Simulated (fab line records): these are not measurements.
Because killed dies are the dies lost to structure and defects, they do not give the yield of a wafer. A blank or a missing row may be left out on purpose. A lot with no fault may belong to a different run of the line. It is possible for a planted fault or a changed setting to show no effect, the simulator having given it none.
Matching of chambers    flow nand_harc    3 sister chambers for NHARC_A_STAIRCASE_DEP_259 on pecvd-04
The step deposits SiON, target thk 30 nm. 6 wafers are shown with their chamber, then 11 later ones without.

== WAFERS PAIRED WITH THEIR CHAMBERS ==
wafer   chamber  heater_power_w (W)  showerhead_vpp_V (V)
L080.5  0        808                 1165
L085.5  1        773                 1163
L087.2  0        793                 1170
L087.3  2        642                 1196
L087.5  1        756                 1180
L089.2  2        636                 1187

== WAFERS WITH NO CHAMBER GIVEN ==
wafer   heater_power_w (W)  showerhead_vpp_V (V)
L089.3  661                 1167
L089.4  691                 1175
L092.1  763                 1150
L092.3  541                 1177
L092.6  553                 1185
L095.1  586                 1196
L095.3  802                 1185
L095.5  760                 1177
L093.1  841                 1149
L093.4  551                 1198
L093.6  828                 1176

== THE CHAMBER EACH PASSED THROUGH ==
wafer    from the rows above       in truth
L089.3   2                         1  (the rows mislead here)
L089.4   can't be placed: 2 or 1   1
L092.1   can't be placed: 1 or 0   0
L092.3   2                         2
L092.6   2                         2
L095.1   2                         2
L095.3   0                         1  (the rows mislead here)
L095.5   1                         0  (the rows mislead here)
L093.1   0                         0
L093.4   2                         2
L093.6   0                         0
Placed correctly: 6 of 11. From these rows, 2 cannot be placed; in 2 the true chamber is one of the candidates. 3 placed wrongly.
How it was worked out, from the rows above alone: a wafer's distance from a chamber is the root of the sum, over the readings, of the square of ((its reading less the chamber's mean) divided by the reading's scatter). If the next closest chamber is less than 2 further off than the closest, the wafer can't be placed; otherwise it belongs to the closest. For every chamber, the mean is computed from those of its wafers that are shown. How the scatter is found: for the shown wafers, subtract from each reading the mean of its chamber, square and add these, divide the total by (wafers less chambers), then take the root.
